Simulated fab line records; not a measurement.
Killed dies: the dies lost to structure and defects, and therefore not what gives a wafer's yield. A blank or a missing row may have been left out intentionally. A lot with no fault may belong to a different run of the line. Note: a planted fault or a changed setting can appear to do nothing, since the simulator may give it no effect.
Which tool is to blame? | flow nand_harc | 24 lots, 72 wafers sampled, at 6 steps of a route of 1302

== WHAT THE GAUGES READ, wafer by wafer ==
NHARC_A_ONON_D1_THK_MEAS_11: measures by ellipsometry. Usual: thk_nm at 1002 nm, with a standard deviation of 8.4.
lot  | measured     | on            | thk_nm (nm)    | flag
L075 | day 8 10:41  | film_metro-02 | 994 994 994    |
L074 | day 8 10:41  | film_metro-01 | 1005 1002 1003 |
L076 | day 8 17:20  | film_metro-01 | 996 996 996    |
L077 | day 8 22:27  | film_metro-01 | 997 996 996    |
L078 | day 9 18:04  | film_metro-02 | 998 1001 999   |
L079 | day 10 01:16 | film_metro-02 | 1004 1004 1004 |
L080 | day 10 10:21 | film_metro-02 | 1010 1012 1008 |
L081 | day 10 23:32 | film_metro-02 | 1008 1008 1008 |
L083 | day 11 11:40 | film_metro-02 | 1001 1000 1003 |
L082 | day 11 11:41 | film_metro-01 | 1007 1006 1007 |
L084 | day 12 05:20 | film_metro-02 | 998 996 999    |
L085 | day 12 13:26 | film_metro-02 | 1003 1004 1004 |
L086 | day 12 17:27 | film_metro-01 | 1001 999 998   |
L087 | day 13 04:10 | film_metro-01 | 978 979 979    |
L089 | day 14 03:18 | film_metro-02 | 991 990 992    |
L088 | day 14 03:19 | film_metro-02 | 1004 1002 1001 |
L090 | day 14 20:25 | film_metro-01 | 1000 1000 998  |
L091 | day 14 20:26 | film_metro-02 | 993 993 992    |
L092 | day 15 15:37 | film_metro-02 | 1001 1001 1002 |
L093 | day 15 19:13 | film_metro-02 | 1011 1013 1011 |
L095 | day 16 09:17 | film_metro-02 | 1012 1013 1014 |
L094 | day 16 09:38 | film_metro-02 | 1016 1017 1016 |
L096 | day 16 22:47 | film_metro-01 | 1013 1011 1015 |
L097 | day 17 08:29 | film_metro-02 | 996 996 996    |

NHARC_A_CHANNEL_FILL_D1_INSPECT_13. Usual: raw_defect_count at 333, with a standard deviation of 130.
lot  | measured     | on                | raw_defect_count | flag
L075 | day 11 13:06 | defect_inspect-01 | 457 380 358      |
L074 | day 11 13:05 | defect_inspect-02 | 760 513 440      |
L076 | day 11 20:56 | defect_inspect-01 | 285 262 301      |
L077 | day 12 04:00 | defect_inspect-02 | 143 187 186      |
L078 | day 12 17:18 | defect_inspect-01 | 410 269 467      |
L079 | day 13 03:54 | defect_inspect-01 | 201 318 282      |
L080 | day 13 13:54 | defect_inspect-02 | 373 424 413      |
L081 | day 14 00:58 | defect_inspect-02 | 356 200 337      |
L083 | day 14 11:49 | defect_inspect-02 | 604 340 356      |
L082 | day 14 11:49 | defect_inspect-01 | 349 393 537      |
L084 | day 15 04:11 | defect_inspect-01 | 143 172 256      |
L085 | day 15 10:43 | defect_inspect-02 | 478 329 328      |
L086 | day 15 21:29 | defect_inspect-02 | 434 291 432      |
L087 | day 16 03:53 | defect_inspect-01 | 298 394 382      |
L089 | day 17 00:00 | defect_inspect-02 | 701 350 505      |
L088 | day 16 23:58 | defect_inspect-02 | 275 201 277      |
L090 | day 18 00:10 | defect_inspect-01 | 330 245 515      |
L091 | day 18 00:11 | defect_inspect-02 | 315 222 311      |
L092 | day 18 18:18 | defect_inspect-01 | 173 348 202      |
L093 | day 18 14:18 | defect_inspect-01 | 295 203 195      |
L095 | day 19 11:05 | defect_inspect-02 | 308 336 320      |
L094 | day 19 15:56 | defect_inspect-02 | 341 152 339      |
L096 | day 19 21:40 | defect_inspect-01 | 220 95 165       |
L097 | day 20 09:08 | defect_inspect-02 | 437 325 225      |

== TOOL THAT RAN EACH LOT (tool first, then ch and the chambers of the sampled wafers, then the start) ==
lot  | NHARC_A_CHANNEL_HOLE_D1_STRIP_27              | NHARC_A_CHANNEL_FILL_D1_ALD_14   | NHARC_A_CHANNEL_FILL_D1_ALD_16   | NHARC_A_CHANNEL_FILL_D1_CMP_10
L075 | rie_diel-03 ch 0,1, day 9 23:16 or earlier    | ald_hk-04 ch 0,2,3, day 9 23:16  | ald_hk-01 ch 1,2,3, day 10 04:27 | cmp-02 ch 0,1,2, day 11 12:43
L074 | rie_diel-03 ch 0,1,3, day 9 19:05 or earlier  | ald_hk-01 ch 0,2,3, day 9 19:05  | ald_hk-03 ch 0,2,3, day 10 00:16 | cmp-04 ch 0,1,3, day 11 12:41
L076 | rie_diel-09 ch 1,2,3, day 10 04:04 or earlier | ald_hk-01 ch 1,2,3, day 10 04:04 | ald_hk-01 ch 1,2,3, day 10 09:12 | cmp-01 ch 0,2,3, day 11 20:32
L077 | rie_diel-03 ch 0,3, day 10 08:56 or earlier   | ald_hk-01 ch 2,3, day 10 08:56   | ald_hk-03 ch 0,1, day 10 14:08   | cmp-01 ch 0,3, day 12 03:37
L078 | rie_diel-03 ch 1,2,3, day 10 22:03 or earlier | ald_hk-03 ch 0,2,3, day 10 22:03 | ald_hk-04 ch 1,2,3, day 11 03:16 | cmp-04 ch 0,1,2, day 12 16:53
L079 | rie_diel-01 ch 0,1,3, day 11 11:14 or earlier | ald_hk-01 ch 1,2,3, day 11 11:14 | ald_hk-01 ch 0,2,3, day 11 16:25 | cmp-04 ch 1,2,3, day 13 03:29
L080 | rie_diel-01 ch 0,2, day 11 17:54 or earlier   | ald_hk-01 ch 2,3, day 11 17:54   | ald_hk-03 ch 0,1,2, day 11 23:03 | cmp-01 ch 2,3, day 13 13:31
L081 | rie_diel-03 ch 0,1,2, day 12 07:28 or earlier | ald_hk-03 ch 1,2,3, day 12 07:28 | ald_hk-01 ch 2,3, day 12 12:38   | cmp-04 ch 0,1, day 14 00:32
L083 | rie_diel-01 ch 1,3, day 12 19:01 or earlier   | ald_hk-01 ch 1,2,3, day 12 19:01 | ald_hk-03 ch 0,2, day 13 00:12   | cmp-04 ch 0,3, day 14 11:25
L082 | rie_diel-01 ch 0,1,2, day 12 19:01 or earlier | ald_hk-04 ch 0,1,3, day 12 19:01 | ald_hk-04 ch 1,2,3, day 13 00:12 | cmp-01 ch 0,2,3, day 14 11:24
L084 | rie_diel-09 ch 2,3, day 13 11:14 or earlier   | ald_hk-03 ch 1,3, day 13 11:14   | ald_hk-04 ch 0,1, day 13 16:22   | cmp-01 ch 0,1,3, day 15 03:48
L085 | rie_diel-01 ch 0,1, day 13 17:49 or earlier   | ald_hk-04 ch 1,2,3, day 13 17:49 | ald_hk-01 ch 2,3, day 13 23:03   | cmp-04 ch 0,2,3, day 15 10:21
L086 | rie_diel-03 ch 0,3, day 14 04:40 or earlier   | ald_hk-04 ch 1,2,3, day 14 04:40 | ald_hk-01 ch 0,3, day 14 09:50   | cmp-02 ch 0,2,3, day 15 21:03
L087 | rie_diel-09 ch 0,2,3, day 14 11:13 or earlier | ald_hk-01 ch 0,1,3, day 14 11:13 | ald_hk-04 ch 0,1,2, day 14 16:23 | cmp-01 ch 0,1,3, day 16 03:28
L089 | rie_diel-03 ch 0,3, day 15 07:19 or earlier   | ald_hk-03 ch 0,2, day 15 07:19   | ald_hk-03 ch 0,1,2, day 15 12:29 | cmp-04 ch 0,1,3, day 16 23:38
L088 | rie_diel-01 ch 1,2,3, day 15 07:19 or earlier | ald_hk-04 ch 1,3, day 15 07:19   | ald_hk-03 ch 1,2,3, day 15 12:41 | cmp-02 ch 2,3, day 16 23:35
L090 | rie_diel-01 ch 0,1, day 16 04:32 or earlier   | ald_hk-03 ch 0,2,3, day 16 04:32 | ald_hk-03 ch 1,2,3, day 16 09:45 | cmp-01 ch 1,2,3, day 17 23:46
L091 | rie_diel-09 ch 1,2,3, day 16 04:31 or earlier | ald_hk-01 ch 1,2,3, day 16 04:31 | ald_hk-01 ch 0,1,3, day 16 09:42 | cmp-02 ch 0,1,2, day 17 23:46
L092 | rie_diel-03 ch 1,2,3, day 16 20:38 or earlier | ald_hk-03 ch 1,2,3, day 16 20:38 | ald_hk-04 ch 1,2,3, day 17 01:50 | cmp-04 ch 1,2,3, day 18 17:53
L093 | rie_diel-03 ch 0,2,3, day 16 20:53 or earlier | ald_hk-03 ch 0,1,3, day 16 20:53 | ald_hk-04 ch 1,2,3, day 17 01:59 | cmp-04 ch 0,1,2, day 18 13:53
L095 | rie_diel-03 ch 2,3, day 17 18:16 or earlier   | ald_hk-04 ch 1,2,3, day 17 18:16 | ald_hk-01 ch 2,3, day 17 23:22   | cmp-04 ch 0,3, day 19 10:40
L094 | rie_diel-03 ch 0,1,2, day 17 23:10 or earlier | ald_hk-01 ch 1,2,3, day 17 23:10 | ald_hk-03 ch 0,2,3, day 18 04:16 | cmp-04 ch 0,1,2, day 19 15:31
L096 | rie_diel-03 ch 0,2,3, day 18 04:53 or earlier | ald_hk-03 ch 1,2, day 18 04:53   | ald_hk-01 ch 1,2, day 18 10:06   | cmp-02 ch 1,2,3, day 19 21:17
L097 | rie_diel-03 ch 0,2,3, day 18 13:56 or earlier | ald_hk-04 ch 0,1,2, day 18 13:56 | ald_hk-04 ch 0,1,3, day 18 19:12 | cmp-02 ch 0,2,3, day 20 08:44
- NHARC_A_CHANNEL_HOLE_D1_STRIP_27: strips in O2.
- NHARC_A_CHANNEL_FILL_D1_ALD_14: deposits SiO2, target thk 2.5 nm, pulse time 10 s, ald cycles 25.
- NHARC_A_CHANNEL_FILL_D1_ALD_16: deposits SiO2, target thk 1.5 nm, pulse time 10 s, ald cycles 15.
- NHARC_A_CHANNEL_FILL_D1_CMP_10: polishes, target thk 150 nm.

== AS READ BY THE TOOLS THEMSELVES (means over the sampled wafers that have a number; for cases with no such wafer, the mark the record gives instead) ==
NHARC_A_CHANNEL_HOLE_D1_STRIP_27. Usual: drypump_motor_current_A 5.7 A, standard deviation 0.49; oes_product_au 0.996 a.u., standard deviation 0.0083; rf_vpp_V 57.7 V, standard deviation 0.87; showerhead_plenum_p_Torr 3.49 Torr, standard deviation 0.16; throttle_valve_pct 17.036 %, standard deviation 0.0091.
lot  | tool        | drypump_motor_current_A (A) | oes_product_au (a.u.) | rf_vpp_V (V) | showerhead_plenum_p_Torr (Torr) | throttle_valve_pct (%) | flag
L075 | rie_diel-03 | 5.8                         | 0.994                 | 58.2         | 3.64                            | 17.036                 |
L074 | rie_diel-03 | 5.5                         | 0.997                 | 58.0         | 3.53                            | 17.029                 |
L076 | rie_diel-09 | 5.8                         | 1.000                 | 57.0         | 3.44                            | 17.039                 |
L077 | rie_diel-03 | 5.1                         | 0.991                 | 57.8         | 3.51                            | 17.032                 |
L078 | rie_diel-03 | 5.6                         | 0.993                 | 58.0         | 3.48                            | 17.035                 |
L079 | rie_diel-01 | 6.0                         | 0.988                 | 57.5         | 3.39                            | 17.040                 |
L080 | rie_diel-01 | 5.7                         | 0.997                 | 57.9         | 3.58                            | 17.031                 |
L081 | rie_diel-03 | 5.9                         | 0.985                 | 57.4         | 3.59                            | 17.044                 |
L083 | rie_diel-01 | 6.5                         | 0.997                 | 57.3         | 3.33                            | 17.032                 |
L082 | rie_diel-01 | 5.7                         | 1.004                 | 57.4         | 3.50                            | 17.041                 |
L084 | rie_diel-09 | 5.7                         | 1.001                 | 57.0         | 3.29                            | 17.032                 |
L085 | rie_diel-01 | 5.5                         | 0.983                 | 57.1         | 3.43                            | 17.033                 |
L086 | rie_diel-03 | 5.4                         | 0.993                 | 58.0         | 3.62                            | 17.029                 |
L087 | rie_diel-09 | 5.8                         | 1.003                 | 57.1         | 3.30                            | 17.028                 |
L089 | rie_diel-03 | 5.4                         | 1.000                 | 58.2         | 3.62                            | 17.037                 |
L088 | rie_diel-01 | 6.2                         | 1.010                 | 58.1         | 3.44                            | 17.031                 |
L090 | rie_diel-01 | 5.5                         | 0.996                 | 56.8         | 3.42                            | 17.045                 |
L091 | rie_diel-09 | 5.8                         | 0.995                 | 57.3         | 3.60                            | 17.048                 |
L092 | rie_diel-03 | 5.6                         | 0.991                 | 57.6         | 3.47                            | 17.032                 |
L093 | rie_diel-03 | 5.5                         | 1.001                 | 57.7         | 3.57                            | 17.035                 |
L095 | rie_diel-03 | 5.2                         | 1.005                 | 58.0         | 3.46                            | 17.036                 |
L094 | rie_diel-03 | 5.9                         | 0.993                 | 57.4         | 3.58                            | 17.032                 |
L096 | rie_diel-03 | 5.5                         | 0.999                 | 58.2         | 3.57                            | 17.034                 |
L097 | rie_diel-03 | 5.5                         | 1.003                 | 58.6         | 3.57                            | 17.037                 |

NHARC_A_CHANNEL_FILL_D1_ALD_14. Usual: heater_power_w 478 W, standard deviation 46; precursor_pulse_height_rel 0.997, standard deviation 0.019.
lot  | tool      | heater_power_w (W) | precursor_pulse_height_rel | flag
L075 | ald_hk-04 | 509                | 0.997                      |
L074 | ald_hk-01 | 456                | 0.991                      |
L076 | ald_hk-01 | 498                | 1.001                      |
L077 | ald_hk-01 | 474                | 0.987                      |
L078 | ald_hk-03 | 457                | 1.015                      |
L079 | ald_hk-01 | 504                | 0.996                      |
L080 | ald_hk-01 | 463                | 1.003                      |
L081 | ald_hk-03 | 447                | 0.989                      |
L083 | ald_hk-01 | 507                | 1.007                      |
L082 | ald_hk-04 | 464                | 0.993                      |
L084 | ald_hk-03 | 449                | 1.010                      |
L085 | ald_hk-04 | 485                | 0.994                      |
L086 | ald_hk-04 | 490                | 0.990                      |
L087 | ald_hk-01 | 498                | 0.984                      |
L089 | ald_hk-03 | 471                | 0.999                      |
L088 | ald_hk-04 | 457                | 0.992                      |
L090 | ald_hk-03 | 454                | 0.998                      |
L091 | ald_hk-01 | 516                | 0.987                      |
L092 | ald_hk-03 | 453                | 0.997                      |
L093 | ald_hk-03 | 459                | 0.994                      |
L095 | ald_hk-04 | 491                | 1.001                      |
L094 | ald_hk-01 | 513                | 0.995                      |
L096 | ald_hk-03 | 490                | 0.996                      |
L097 | ald_hk-04 | 509                | 0.986                      |

NHARC_A_CHANNEL_FILL_D1_ALD_16. Usual: heater_power_w 481 W, standard deviation 51; precursor_pulse_height_rel 1.000, standard deviation 0.02.
lot  | tool      | heater_power_w (W) | precursor_pulse_height_rel | flag
L075 | ald_hk-01 | 505                | 1.013                      |
L074 | ald_hk-03 | 462                | 0.995                      |
L076 | ald_hk-01 | 505                | 1.003                      |
L077 | ald_hk-03 | 475                | 0.983                      |
L078 | ald_hk-04 | 496                | 1.001                      |
L079 | ald_hk-01 | 462                | 0.997                      |
L080 | ald_hk-03 | 474                | 1.008                      |
L081 | ald_hk-01 | 471                | 0.979                      |
L083 | ald_hk-03 | 477                | 0.993                      |
L082 | ald_hk-04 | 476                | 0.974                      |
L084 | ald_hk-04 | 469                | 1.006                      |
L085 | ald_hk-01 | 471                | 1.010                      |
L086 | ald_hk-01 | 433                | 0.996                      |
L087 | ald_hk-04 | 507                | 1.000                      |
L089 | ald_hk-03 | 480                | 1.001                      |
L088 | ald_hk-03 | 455                | 1.019                      |
L090 | ald_hk-03 | 455                | 0.993                      |
L091 | ald_hk-01 | 498                | 1.002                      |
L092 | ald_hk-04 | 495                | 0.990                      |
L093 | ald_hk-04 | 491                | 0.990                      |
L095 | ald_hk-01 | 469                | 1.021                      |
L094 | ald_hk-03 | 462                | 0.995                      |
L096 | ald_hk-01 | 560                | 1.021                      |
L097 | ald_hk-04 | 467                | 0.993                      |

NHARC_A_CHANNEL_FILL_D1_CMP_10. Usual: motor_current_A 12.3 A, standard deviation 1; time_to_endpoint_s 14.9 s, standard deviation 2.1.
lot  | tool   | motor_current_A (A) | time_to_endpoint_s (s) | flag
L075 | cmp-02 | 12.1                | 14.0                   |
L074 | cmp-04 | 12.4                | 13.0                   |
L076 | cmp-01 | 11.9                | 17.7                   |
L077 | cmp-01 | 11.5                | 15.7                   |
L078 | cmp-04 | 13.1                | 14.9                   |
L079 | cmp-04 | 12.4                | 13.7                   |
L080 | cmp-01 | 12.2                | 14.8                   |
L081 | cmp-04 | 13.3                | 11.2                   |
L083 | cmp-04 | 12.8                | 15.4                   |
L082 | cmp-01 | 12.5                | 14.5                   |
L084 | cmp-01 | 11.9                | 13.1                   |
L085 | cmp-04 | 12.8                | 17.7                   |
L086 | cmp-02 | 12.7                | 16.0                   |
L087 | cmp-01 | 12.1                | 12.7                   |
L089 | cmp-04 | 12.8                | 18.1                   |
L088 | cmp-02 | 13.2                | 16.0                   |
L090 | cmp-01 | 12.0                | 11.9                   |
L091 | cmp-02 | 11.7                | 17.0                   |
L092 | cmp-04 | 11.9                | 16.0                   |
L093 | cmp-04 | 12.8                | 13.1                   |
L095 | cmp-04 | 13.1                | 16.5                   |
L094 | cmp-04 | 13.0                | 14.4                   |
L096 | cmp-02 | 12.9                | 14.1                   |
L097 | cmp-02 | 11.8                | 16.1                   |

== THE ANSWER, worked out from the rows above alone ==
Rule: take the mean of a lot's wafers that have a number; if it is more than 3 standard deviations from the usual mean, the lot is off. A lot without any number at a reading at which 4 lots or more have one is off too. The other lots that the step has rows for count as sound. First the gauges in route order, then the tools' own readings, where a lot's mean is used as printed above. At the first step where some lot is off, the reading lying furthest off is the one used; lots without a number count as furthest.
No lot is off at any reading shown: from this, nothing can be told.

== WHAT THE SIMULATOR HAD INSERTED ==
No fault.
